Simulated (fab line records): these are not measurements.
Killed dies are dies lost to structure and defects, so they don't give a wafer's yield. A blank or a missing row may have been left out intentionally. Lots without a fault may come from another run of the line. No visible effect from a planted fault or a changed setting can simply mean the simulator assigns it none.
fab line records	flow n5-finfet
record: lots: 7	wafers: 21	last-day: 17
route steps=1938 shown FIN_SAQP@117 BEOL_M4@1111 PASSIVATION@1936
lots untouched by any fault: they come from a run of this same line in which no faults occurred
start-h: hours from the record's first day to the start of the lot's first wafer shown	wait-h: hours elapsed since this lot's preceding step	" the same as in the row above	L1.1+2: several wafers, shown together as one row	- no value present, or no start provided	* or withheld: withheld	< > ~ a bound
route shown NAME@n: a module of which the file shows steps, and the number in the route of the first	usual: average and standard deviation across the fault-free wafers	same: alike in all rows	chamber/n: place in a boat	sites: readings site by site	_std_site: how widely they spread, as a standard deviation	_edge_site: the outer-site mean with the inner-site mean subtracted	radius-mm: how far each site lies from the wafer's centre	mask NAME#n: copy n	behind: tool/chamber where the wafer was last shaped	hold: cause of the lot's hold/its duration in hours/its outcome	device: the n, p or np transistor that did not switch	end of line: the route-end tests of the same wafers	a step without rows: its recipe alone	killed: dies lost to structure and defects at the first sort, not the wafer's yield	map: per-die view of a wafer (x killed, . not killed, _ where there is no die)
set.NAME: the setting as run; set.NAME@STEP: as run at that earlier step	model.NAME: the simulator's own value behind a step, which no gauge read
lots at some steps of the route; a table a step, a row a wafer
services: a tool's chamber out of use, with start hour (start-h, from the record's first day; less than 0 if before it), hours out, and reason
== steps ==
step: N5_FIN_SAQP_STRIP_53
recipe: chemistry: N2/H2	temp-c: 40	n2-flow-sccm: 200	h2-flow-sccm: 200	rf-frequency-hz: 6e+07
step: N5_FIN_SAQP_HM_OPEN_73
recipe: chemistry: CHF3/O2	target: SiO2	stop-on: a-Si	target-depth-a: 120	over-etch-frac: 1.8	mask-material: SOC	time-s: 16.8	pressure-mtorr: 30	source-w: 650	bias-w: 170	Ar_flow_sccm: 200	CHF3_flow_sccm: 50	O2_flow_sccm: 5	ion-energy-ev: 200	ends: end-point
usual: drypump-motor-current-A: 5.7/0.36	oes-product-au: 0.47/0.055	rf-vpp-V: 519/21	showerhead-plenum-p-Torr: 2.39/0.047	throttle-valve-pct: 18.90/0.16
lot.wafer	tool	chamber	start-h	wait-h	drypump-motor-current-A	oes-product-au	rf-hours-counter-h	rf-vpp-V	showerhead-plenum-p-Torr	throttle-valve-pct
L735.1	rie-diel-04	3	40.26	0.0	5.5	0.50	76	517	2.37	18.86
L735.4	"	0	"	"	6.1	0.45	165	509	2.50	18.79
L735.5	"	2	"	"	6.0	0.44	-	502	2.40	18.78
L742.1	rie-diel-02	0	84.20	0.0	5.9	0.44	198	539	2.50	18.73
L742.4	"	2	"	"	4.8	0.47	147	517	2.47	18.58
L742.6	"	2	"	"	4.8	0.47	-	517	2.47	18.59
L745.2	rie-diel-04	1	101.76	0.0	5.1	0.46	125	513	2.34	19.17
L745.3	"	3	"	"	5.5	0.48	95	514	2.36	18.88
L745.4	"	0	"	"	6.1	0.44	186	509	2.49	18.82
L746.1	rie-diel-04	0	105.92	0.0	6.1	0.44	188	508	2.49	18.83
L746.2	"	1	"	"	5.1	0.46	127	512	2.34	19.18
L746.3	"	3	"	"	5.5	0.47	96	514	2.36	18.90
L747.2	rie-diel-06	3	113.00	0.0	5.5	0.53	36	524	2.38	18.73
L747.4	"	0	"	"	5.7	0.41	230	486	2.39	18.95
L747.6	"	1	"	"	6.2	0.58	-	556	2.35	18.85
L750.4	rie-diel-06	3	131.83	0.0	5.5	0.53	43	523	2.37	18.77
L750.5	"	0	"	"	5.7	0.41	-	488	2.39	18.97
L750.6	"	1	"	"	6.2	0.56	-	555	2.35	18.88
L755.1	rie-diel-06	1	161.35	0.0	6.2	0.54	31	554	2.34	18.90
L755.2	"	0	"	"	5.7	0.40	251	485	2.38	18.99
L755.6	"	3	"	"	5.5	0.52	-	526	2.37	18.78
step: N5_FIN_SAQP_STRIP_74
recipe: chemistry: CHF3/O2	resist: SiARC	rf-frequency-hz: 6e+07
step: N5_FIN_SAQP_MANDREL_ETCH_22
recipe: target-depth-a: 600	chemistry: HBr/Cl2	target: a-Si	stop-on: SiNx	bt-time-s: 10	over-etch-frac: 0.5	time-s: 30	pressure-mtorr: 10	icp-w: 800	bias-w: 75	HBr_flow_sccm: 150	Cl2_flow_sccm: 80	ends: end-point
usual: HBr_flow_sccm: 150.0/0.45	drypump-motor-current-A: 5.8/0.39	oes-product-au: 0.766/0.013	throttle-valve-pct: 35.2/0.39
lot.wafer	tool	chamber	start-h	wait-h	HBr_flow_sccm	drypump-motor-current-A	oes-product-au	rf-hours-counter-h	throttle-valve-pct
L735.1	rie-si-05	0	40.34	0.0	150.0	6.0	0.759	86	35.8
L735.4	"	1	"	"	150.0	6.1	0.781	-	34.8
L735.5	"	0	"	"	149.7	6.1	0.783	-	35.8
L742.1	rie-si-03	3	84.28	0.0	150.0	5.2	0.757	81	35.6
L742.4	"	0	"	"	150.0	5.5	0.745	191	34.7
L742.6	"	3	"	"	150.4	5.2	0.765	-	35.6
L745.2	rie-si-02	0	101.84	0.0	150.0	6.2	0.755	101	35.1
L745.3	"	3	"	"	150.2	5.6	0.752	97	35.0
L745.4	"	2	"	"	150.0	5.4	0.772	50	35.6
L746.1	rie-si-03	3	106.01	0.0	149.9	5.2	0.764	82	35.6
L746.2	"	1	"	"	149.8	6.4	0.787	11	35.0
L746.3	"	2	"	"	150.1	5.6	0.753	129	34.7
L747.2	rie-si-03	3	113.08	0.0	150.3	5.2	0.758	82	35.6
L747.4	"	0	"	"	149.5	5.5	0.751	192	34.7
L747.6	"	0	"	"	150.4	5.5	0.754	-	34.6
L750.4	rie-si-05	1	131.92	0.0	149.8	6.1	0.781	20	34.9
L750.5	"	1	"	"	148.9	6.1	0.773	-	34.9
L750.6	"	2	"	"	150.2	6.3	0.793	-	35.8
L755.1	rie-si-03	3	161.43	0.0	149.8	5.2	0.767	83	35.6
L755.2	"	0	"	"	150.6	5.5	0.732	193	34.7
L755.6	"	0	"	"	150.8	5.5	0.744	-	34.7
step: N5_FIN_SAQP_STRIP_55
recipe: chemistry: N2/H2	power-w: 500	temp-c: 40	pressure-mtorr: 50	rf-frequency-hz: 6e+07	overash-fraction: 0.3	bias-power-w: 28	h2-frac: 0.5	n2-flow-sccm: 300	h2-flow-sccm: 300
step: N5_FIN_SAQP_STRIP_23
recipe: chemistry: SPM	time-s: 750	temp-c: 130	h2so4-h2o2-vol-ratio: 4
step: N5_FIN_SAQP_SRD_66
recipe: dry: ipa-marangoni	time-s: 30	temp-c: 23	rinse-liquid: diw
step: N5_FIN_SAQP_RECESS_75
recipe: chemistry: HF/NH3	target: SiO2	target-depth-a: 144	afs-cycles: 3	temp-c: 30	sublimation-temp-c: 180	sublimation-time-s: 60
step: N5_FIN_SAQP_SPACER1_ALD_24
recipe: material: SiO2	target-thk-a: 203	temp-c: 300	ald-precursor-family: BDEAS	ald-co-reactant: O2-plasma	pulse-time-s: 1	purge-time-s: 2	co-reactant-purge-time-s: 2	ald-cycles: 218	pressure-torr: 2
usual: heater-power-w: 489/38	precursor-pulse-height-rel: 1.000/0.019
lot.wafer	tool	chamber	start-h	wait-h	heater-power-w	precursor-pulse-height-rel
L735.1	ald-sin-01	0	41.18	0.3	503	1.017
L735.4	"	3	"	"	480	1.006
L735.5	"	2	"	"	472	1.015
L742.1	ald-sin-03	1	85.09	0.3	464	1.024
L742.4	"	3	"	"	492	0.988
L742.6	"	1	"	"	458	1.007
L745.2	ald-sin-02	3	102.65	0.3	468	1.012
L745.3	"	2	"	"	477	1.016
L745.4	"	0	"	"	426	0.992
L746.1	ald-sin-03	0	106.81	0.3	439	0.989
L746.2	"	1	"	"	445	0.989
L746.3	"	3	"	"	523	1.016
L747.2	ald-sin-01	3	113.91	0.3	480	1.012
L747.4	"	0	"	"	505	0.996
L747.6	"	3	"	"	463	0.987
L750.4	ald-sin-03	2	132.72	0.1	546	1.014
L750.5	"	0	"	"	438	0.988
L750.6	"	1	"	"	447	0.973
L755.1	ald-sin-02	0	162.24	0.3	441	1.040
L755.2	"	3	"	"	479	0.998
L755.6	"	0	"	"	444	1.003
step: N5_FIN_SAQP_SPACER1_ETCHBACK_25
recipe: chemistry: CHF3/O2	mode: anisotropic-etchback	target: SiO2	target-depth-a: 244	time-s: 12.2	pressure-mtorr: 30	source-w: 650	bias-w: 170	Ar_flow_sccm: 200	CHF3_flow_sccm: 50	O2_flow_sccm: 5	ion-energy-ev: 200
usual: drypump-motor-current-A: 5.6/0.39	oes-product-au: 0.78/0.086	rf-vpp-V: 519/17	showerhead-plenum-p-Torr: 2.40/0.059	throttle-valve-pct: 18.93/0.19
lot.wafer	tool	chamber	start-h	wait-h	drypump-motor-current-A	oes-product-au	rf-hours-counter-h	rf-vpp-V	showerhead-plenum-p-Torr	throttle-valve-pct
L735.1	rie-diel-04	1	41.89	0.4	5.1	0.79	106	513	2.35	19.24
L735.4	"	2	"	"	6.0	0.73	163	502	2.40	18.86
L735.5	"	3	"	"	5.5	0.84	-	515	2.37	18.93
L742.1	rie-diel-06	1	85.81	0.4	6.1	1.01	3	555	2.35	18.93
L742.4	"	0	"	"	5.6	0.68	221	487	2.39	19.03
L742.6	"	3	"	"	5.5	0.92	-	524	2.38	18.79
L745.2	rie-diel-02	0	103.36	0.4	5.9	0.74	205	540	2.50	18.83
L745.3	"	1	"	"	5.7	0.73	175	509	2.29	18.66
L745.4	"	2	"	"	4.8	0.77	154	517	2.47	18.67
L746.1	rie-diel-02	1	107.53	0.4	5.6	0.73	176	508	2.29	18.67
L746.2	"	2	"	"	4.8	0.77	155	515	2.47	18.68
L746.3	"	3	"	"	5.2	0.93	24	527	2.37	19.00
L747.2	rie-diel-02	3	114.62	0.4	5.2	0.91	26	525	2.37	18.99
L747.4	"	1	"	"	5.7	0.73	178	510	2.29	18.66
L747.6	"	0	"	"	5.9	0.72	-	541	2.49	18.84
L750.4	rie-diel-04	2	133.44	0.4	6.0	0.71	193	501	2.39	18.90
L750.5	"	2	"	"	6.0	0.70	-	502	2.39	18.90
L750.6	"	3	"	"	5.5	0.80	-	515	2.35	18.98
L755.1	rie-diel-04	3	162.95	0.4	5.5	0.79	116	514	2.35	19.01
L755.2	"	2	"	"	6.0	0.70	202	503	2.38	18.92
L755.6	"	2	"	"	6.0	0.70	-	500	2.38	18.93
step: N5_FIN_SAQP_MANDREL1_REMOVE_56
recipe: chemistry: HBr/Cl2/O2	bt-time-s: 10	target: a-Si	stop-on: SiNx	endpoint: OES-SiCl	over-etch-frac: 1	icp-w: 600	bias-w: 22	HBr_flow_sccm: 150	Cl2_flow_sccm: 80	O2_flow_sccm: 5	pressure-mtorr: 10
usual: HBr_flow_sccm: 150.0/0.47	drypump-motor-current-A: 5.8/0.4	oes-product-au: 0.997/0.016	throttle-valve-pct: 36.5/0.41
lot.wafer	tool	chamber	start-h	wait-h	HBr_flow_sccm	drypump-motor-current-A	oes-product-au	rf-hours-counter-h	throttle-valve-pct
L735.1	rie-si-02	2	41.98	0.1	150.1	5.4	1.003	49	36.9
L735.4	"	3	"	"	149.9	5.6	0.996	96	36.4
L735.5	"	0	"	"	150.4	6.2	0.991	-	36.4
L742.1	rie-si-03	1	85.89	0.1	149.8	6.5	1.027	10	36.3
L742.4	"	3	"	"	149.4	5.1	0.996	81	36.9
L742.6	"	0	"	"	149.3	5.5	0.958	-	36.0
L745.2	rie-si-05	0	103.45	0.1	149.3	6.0	1.007	87	37.2
L745.3	"	1	"	"	150.3	6.1	1.004	19	36.2
L745.4	"	2	"	"	149.9	6.4	1.018	45	37.1
L746.1	rie-si-02	3	107.62	0.1	150.0	5.6	1.002	97	36.3
L746.2	"	2	"	"	150.1	5.4	0.998	51	36.9
L746.3	"	0	"	"	149.2	6.2	0.989	102	36.4
L747.2	rie-si-02	2	114.71	0.1	150.0	5.4	0.987	51	36.9
L747.4	"	1	"	"	149.9	6.0	0.979	146	36.3
L747.6	"	0	"	"	149.7	6.2	0.994	-	36.4
L750.4	rie-si-02	2	133.57	0.1	150.5	5.4	1.000	-	36.9
L750.5	"	3	"	"	149.8	5.6	0.998	-	36.3
L750.6	"	2	"	"	150.2	5.4	0.994	-	36.9
L755.1	rie-si-03	1	163.04	0.1	150.4	6.5	1.027	12	36.3
L755.2	"	2	"	"	149.1	5.6	0.990	130	35.9
L755.6	"	3	"	"	150.2	5.2	1.011	-	36.9
step: N5_FIN_SAQP_CD_MEAS_27
recipe: target-cd-nm: 20	landing-energy-ev: 1000	detector: se-inlens	polarity: line
usual: cd-nm: 20.32/0.26
same: landing-energy-ev: 1000
lot.wafer	tool	chamber	start-h	wait-h	cd-nm
L735.1	cd-sem-02	0	42.09	0.1	20.44
L735.4	"	0	"	"	20.10
L735.5	"	0	"	"	20.72
L742.1	cd-sem-02	0	86.00	0.1	20.64
L742.4	"	0	"	"	20.18
L742.6	"	0	"	"	20.16
L745.2	cd-sem-02	0	103.56	0.1	20.83
L745.3	"	0	"	"	20.75
L745.4	"	0	"	"	20.76
L746.1	cd-sem-01	0	107.73	0.1	20.20
L746.2	"	0	"	"	20.47
L746.3	"	0	"	"	20.42
L747.2	cd-sem-01	0	114.83	0.1	20.28
L747.4	"	0	"	"	19.83
L747.6	"	0	"	"	20.67
L750.4	cd-sem-01	0	133.69	0.1	20.14
L750.5	"	0	"	"	20.50
L750.6	"	0	"	"	20.11
L755.1	cd-sem-01	0	163.15	0.1	20.44
L755.2	"	0	"	"	20.33
L755.6	"	0	"	"	20.06
step: N5_FIN_SAQP_ETCH_57
recipe: chemistry: CH3F/O2	target: SiNx	mask-material: SiO2	target-depth-a: 325	time-s: 46.4	pressure-mtorr: 30	source-w: 395	bias-w: 73	Ar_flow_sccm: 150	CH3F_flow_sccm: 30	O2_flow_sccm: 20	ion-energy-ev: 120	ends: cleared
usual: CH3F_flow_sccm: 30.00/0.087	drypump-motor-current-A: 5.6/0.4	etch-rf-on-time-s: 46.7/1.3	oes-product-au: 0.66/0.07	rf-vpp-V: 294/9.2	showerhead-plenum-p-Torr: 1.98/0.052	throttle-valve-pct: 16.37/0.18
lot.wafer	tool	chamber	start-h	wait-h	CH3F_flow_sccm	drypump-motor-current-A	etch-rf-on-time-s	oes-product-au	rf-hours-counter-h	rf-vpp-V	showerhead-plenum-p-Torr	throttle-valve-pct
L735.1	rie-diel-06	3	42.14	0.0	30.15	5.5	46.3	0.82	9	298	1.98	16.20
L735.4	"	0	"	"	30.07	5.7	48.0	0.59	206	276	1.99	16.46
L735.5	"	2	"	"	30.01	5.5	47.7	0.66	-	304	2.00	16.48
L742.1	rie-diel-02	3	86.05	0.0	29.98	5.2	44.3	0.79	17	298	1.96	16.34
L742.4	"	1	"	"	30.06	5.7	46.2	0.62	168	288	1.90	16.09
L742.6	"	1	"	"	29.95	5.6	47.6	0.62	-	288	1.90	16.10
L745.2	rie-diel-04	1	103.61	0.0	30.11	5.1	45.0	0.67	126	291	1.94	16.65
L745.3	"	3	"	"	30.05	5.5	45.1	0.70	95	294	1.96	16.46
L745.4	"	2	"	"	30.03	6.0	47.3	0.62	183	285	1.98	16.34
L746.1	rie-diel-04	1	107.78	0.0	30.03	5.1	58.6	0.58	127	289	1.94	16.64
L746.2	"	0	"	"	30.12	6.1	60.7	0.55	188	289	2.07	16.34
L746.3	"	3	"	"	29.88	5.5	57.8	0.60	97	293	1.96	16.44
L747.2	rie-diel-04	0	114.96	0.1	29.99	6.1	60.1	0.55	191	290	2.07	16.37
L747.4	"	3	"	"	29.98	5.5	59.3	0.61	99	291	1.96	16.44
L747.6	"	2	"	"	30.03	6.0	62.2	0.54	-	285	1.98	16.36
L750.4	rie-diel-04	1	133.73	0.0	29.93	5.1	58.9	0.57	135	290	1.93	16.67
L750.5	"	2	"	"	29.89	6.0	60.3	0.54	-	286	1.98	16.34
L750.6	"	3	"	"	30.00	5.5	57.2	0.60	-	292	1.96	16.47
L755.1	rie-diel-02	2	163.20	0.0	29.99	4.8	47.4	0.64	172	295	2.05	16.16
L755.2	"	1	"	"	29.90	5.7	46.8	0.61	194	290	1.89	16.14
L755.6	"	1	"	"	29.92	5.7	46.9	0.61	-	290	1.89	16.14
step: N5_FIN_SAQP_ETCH_65
recipe: chemistry: CF4	target: SiO2	target-depth-a: 40	ion-energy-ev: 350	time-s: 4.4	pressure-mtorr: 10	icp-w: 800	bias-w: 400	cf4-flow-sccm: 80
step: N5_BEOL_M4_RC_MEAS_101
usual: DIBL_N: 37.3/2.3	DIBL_P: 37.4/2.9	IOFF_N: 0.18/0.045	IOFF_P: 0.25/0.054	ION_N: 679/15	ION_P: 468/9.7	SS_N: 71.8/0.62	SS_P: 73.6/0.76	VT_N: 248/4.1	VT_P: -248/3.6
lot.wafer	tool	chamber	start-h	wait-h	DIBL_N[mV/V]	DIBL_P[mV/V]	IOFF_N[nA/um]	IOFF_P[nA/um]	ION_N[uA/um]	ION_P[uA/um]	SS_N[mV/dec]	SS_P[mV/dec]	VT_N[mV]	VT_P[mV]
L735.1	prober-01	0	189.07	0.0	31.8	30.7	0.08	0.13	643	443	70.8	71.7	259	-255
L735.4	"	0	"	"	36.7	38.2	0.16	0.24	678	472	72.2	72.8	252	-248
L735.5	"	0	"	"	34.5	35.6	0.13	0.18	667	467	71.2	72.9	251	-248
L742.1	prober-01	0	235.73	0.0	39.3	40.3	0.24	0.27	697	474	73.0	74.3	243	-249
L742.4	"	0	"	"	34.9	36.9	0.16	0.22	676	472	71.4	73.0	247	-251
L742.6	"	0	"	"	38.3	40.4	0.24	0.29	685	468	72.8	74.1	245	-245
L746.1	prober-01	0	241.89	0.0	39.3	41.0	0.21	0.29	693	479	72.9	74.2	247	-246
L746.2	"	0	"	"	39.4	41.4	0.20	0.29	695	476	72.3	74.6	247	-247
L746.3	"	0	"	"	36.3	36.9	0.14	0.21	662	460	72.1	73.8	253	-251
L745.2	prober-02	0	260.65	0.2	36.0	35.6	0.14	0.22	664	464	71.8	73.6	254	-249
L745.3	"	0	"	"	34.1	32.9	0.12	0.17	647	453	71.5	73.9	254	-251
L745.4	"	0	"	"	39.3	39.4	0.22	0.28	679	471	72.1	75.0	247	-247
L747.2	prober-01	0	262.46	0.2	36.2	34.5	0.16	0.22	669	462	71.3	73.0	248	-248
L747.4	"	0	"	"	37.2	37.1	0.18	0.26	674	463	71.6	73.6	248	-244
L747.6	"	0	"	"	43.3	43.2	0.35	0.41	720	493	73.3	75.6	239	-240
L750.4	prober-01	0	274.70	0.5	39.5	39.7	0.21	0.24	694	464	72.2	73.9	242	-250
L750.5	"	0	"	"	37.1	37.3	0.16	0.20	675	461	72.1	73.2	250	-252
L750.6	"	0	"	"	37.6	37.8	0.18	0.22	674	462	71.8	73.6	243	-249
L755.1	prober-02	0	301.45	0.0	37.2	36.9	0.20	0.31	704	488	71.1	73.8	247	-243
L755.2	"	0	"	"	34.1	32.9	0.12	0.21	657	469	71.4	73.2	256	-249
L755.6	"	0	"	"	37.6	36.2	0.18	0.26	673	471	72.6	73.4	249	-246
step: N5_PASSIVATION_PROBE_49
usual: defect-limited-yield: 91.3/1.5	killed_at_M0_to_M3: 35/8.7	killed_at_M4_up: 14/5.5	killed-at-contacts: 11/5.6	killed-at-front-end: 39/13	killed-at-other: 3.7/2.2	killed-dies: 103/18	killed-open: 69/14	killed-short: 33/7.8	sort_bin_4_leakage: 0.02/0.15	sort_bin_5_function: 5.1/0.99	sort_bin_6_memory: 3.3/0.67	sort_bin_8_speed: 0.02/0.17	sort-n-pass: 1077/18	sort-yield-pct: 91.2/1.5
same: gross-dies: 1180	killed-at-back-side: 0
lot.wafer	tool	chamber	start-h	wait-h	defect-limited-yield[%]	killed_at_M0_to_M3	killed_at_M4_up	killed-at-contacts	killed-at-front-end	killed-at-other	killed-dies	killed-open	killed-short	sort_bin_4_leakage[%]	sort_bin_5_function[%]	sort_bin_6_memory[%]	sort_bin_8_speed[%]	sort-n-pass	sort-yield-pct[%]
L735.1	prober-01	-	281.86	0.0	90.5	36	13	8	49	6	112	67	42	0	5.5	3.8	2.03	1044	88.5
L735.4	prober-01	-	282.01	0.2	90.3	38	16	9	49	2	114	77	36	0	4.9	4.2	0	1066	90.3
L735.5	prober-01	-	282.06	0.2	90.8	39	11	7	45	6	108	63	44	0	5.2	3.6	0	1072	90.8
L746.1	prober-02	-	350.78	0.0	90.2	46	7	7	52	4	116	80	36	0	5.4	4.0	0	1064	90.2
L746.2	prober-02	-	350.83	0.1	89.6	50	17	12	43	1	123	86	35	0	6.4	3.7	0	1057	89.6
L746.3	prober-02	-	350.88	0.1	88.7	47	10	7	68	1	133	91	40	0	6.4	4.3	0	1047	88.7
L742.4	prober-01	-	352.53	0.2	91.2	33	11	8	51	1	104	74	30	0	5.1	3.4	0	1076	91.2
L747.2	prober-02	-	376.61	0.1	90.0	30	22	21	36	9	118	90	28	0	5.8	4.1	0	1062	90.0
L747.4	prober-02	-	376.71	0.2	91.5	37	12	8	38	5	100	69	31	0	5.2	3.0	0	1080	91.5
L747.6	prober-02	-	376.81	0.3	92.8	18	8	16	37	6	85	55	30	1.78	3.7	3.4	0	1074	91.0
killed by level:class
L735.1 BEOL_M0_SAQP:geometric-particle:short=14 BEOL_M0_SAQP:geometric-particle:open=11 STI_FIN_REVEAL:geometric-particle:open=10 FIN_SAQP:geometric-particle:open=8 GATE_CUT:geometric-particle:short=6 DUMMY_GATE:geometric-particle:open=5 MOL_CONTACT_COAG:geometric-particle:open=5 GATE_CUT:geometric-particle:open=4
L735.4 STI_FIN_REVEAL:geometric-particle:open=15 BEOL_M0_SAQP:geometric-particle:short=10 GATE_CUT:geometric-particle:short=8 BEOL_M0_SAQP:geometric-particle:open=8 BEOL_M3:geometric-particle:open=8 MOL_CONTACT_COAG:geometric-particle:open=7 FIN_SAQP:geometric-particle:open=6 BEOL_M4:geometric-particle:open=6
L735.5 FIN_SAQP:geometric-particle:open=14 FIN_SAQP:geometric-particle:short=10 BEOL_M0_SAQP:geometric-particle:short=9 GATE_CUT:geometric-particle:short=7 BEOL_M0_SAQP:geometric-particle:open=7 BEOL_M3:geometric-particle:open=7 MOL_CONTACT_COAG:geometric-particle:open=6 STI_FIN_REVEAL:geometric-particle:open=5
L746.1 BEOL_M2:geometric-particle:open=18 BEOL_M3:geometric-particle:open=13 STI_FIN_REVEAL:geometric-particle:open=9 FIN_SAQP:geometric-particle:short=7 FIN_SAQP:geometric-particle:open=6 GATE_CUT:geometric-particle:short=6 BEOL_M0_SAQP:geometric-particle:open=5 DUMMY_GATE:geometric-particle:open=4
L746.2 BEOL_M0_SAQP:geometric-particle:open=14 BEOL_M3:geometric-particle:open=11 MOL_CONTACT_COAG:geometric-particle:open=10 FIN_SAQP:geometric-particle:open=7 FIN_SAQP:geometric-particle:short=7 STI_FIN_REVEAL:geometric-particle:open=6 BEOL_M0_SAQP:geometric-particle:short=6 BEOL_M2:geometric-particle:open=6
L746.3 BEOL_M2:geometric-particle:open=13 BEOL_M0_SAQP:geometric-particle:open=13 FIN_SAQP:geometric-particle:open=12 BEOL_M0_SAQP:geometric-particle:short=11 ILD0:geometric-particle:short=9 FIN_SAQP:geometric-particle:short=8 STI_FIN_REVEAL:geometric-particle:open=8 DUMMY_GATE:geometric-particle:open=8
L742.4 FIN_SAQP:geometric-particle:open=16 STI_FIN_REVEAL:geometric-particle:open=12 BEOL_M0_SAQP:geometric-particle:open=12 BEOL_M0_SAQP:geometric-particle:short=9 MOL_CONTACT_COAG:geometric-particle:open=8 BEOL_M4:geometric-particle:open=7 SPACER0:geometric-particle:open=5 FIN_SAQP:geometric-particle:short=4
L747.2 BEOL_M4:geometric-particle:open=20 MOL_CONTACT_COAG:geometric-particle:open=19 FIN_SAQP:geometric-particle:open=7 BEOL_M0_SAQP:geometric-particle:open=7 BEOL_M1:geometric-particle:open=7 FIN_SAQP:geometric-particle:short=6 DUMMY_GATE:geometric-particle:open=4 BEOL_M2:geometric-particle:open=4
L747.4 STI_FIN_REVEAL:geometric-particle:open=12 BEOL_M0_SAQP:geometric-particle:open=9 BEOL_M0_SAQP:geometric-particle:short=8 MOL_CONTACT_COAG:geometric-particle:open=7 BEOL_M4:geometric-particle:open=7 FIN_SAQP:geometric-particle:open=6 BEOL_M1:geometric-particle:open=5 BEOL_M3:geometric-particle:open=5
L747.6 FIN_SAQP:geometric-particle:short=9 MOL_CONTACT_COAG:geometric-particle:open=9 BEOL_M1:geometric-particle:open=9 FIN_SAQP:geometric-particle:open=8 MOL_CONTACT_COAG:geometric-particle:short=7 STI_FIN_REVEAL:geometric-particle:open=5 BEOL_M4:geometric-particle:open=5 BEOL_M0_SAQP:geometric-particle:open=4
== services ==
tool	chamber	start-h	hours	kind
rie-diel-02	-	18.38	22.0	repair
ald-sin-03	2	19.68	6.3	repair
rie-si-05	2	22.89	26.5	repair
rie-si-02	1	26.71	5.8	repair
rie-diel-04	0	29.17	9.4	repair
rie-diel-06	0	57.42	4.3	repair
rie-diel-02	2	60.12	4.3	repair
ald-sin-02	-	61.63	6.1	pm
rie-diel-06	1	61.97	-	clean
rie-diel-06	1	61.97	-	consumable-replace:focus-ring
rie-diel-06	1	61.97	16.0	scheduled-down
rie-diel-06	1	61.97	16.0	vent-cycle
rie-diel-04	3	69.58	3.5	repair
rie-diel-02	1	71.49	3.0	repair
rie-si-03	1	77.27	4.5	repair
ald-sin-03	-	85.78	14.0	pm
ald-sin-03	0	85.78	14.0	vent-cycle
rie-si-03	3	118.07	9.2	repair
ald-sin-03	3	119.68	10.7	repair
rie-si-02	0	123.21	20.2	repair
rie-si-02	1	123.39	32.4	repair
rie-si-05	2	145.28	15.9	repair
rie-diel-06	2	148.52	29.0	repair
rie-si-03	3	152.62	1.6	repair
== key ==
first-sign: step: N5_FIN_SAQP_ETCH_57	reading: etch-rf-on-time-s	direction: up	sigmas: 10	usual: *	struck: *
effect: step: N5_FIN_SAQP_ETCH_57	reading: oes-product-au	direction: down	sigmas: 1.3	usual: 0.66	struck: 0.57
met-at N5_FIN_SAQP_ETCH_57
struck-wafers L746.1,L746.2,L746.3,L747.2,L747.4,L747.6,L750.4,L750.5,L750.6
onset-between 103.61 107.78
fault: kind: process-parameter-drift	tool: rie-diel-04	chamber: -	onset-h: 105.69	steps: N5_FIN_SAQP_ETCH_57	channel: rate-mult	offset: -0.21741	shape: step	end-h: 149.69
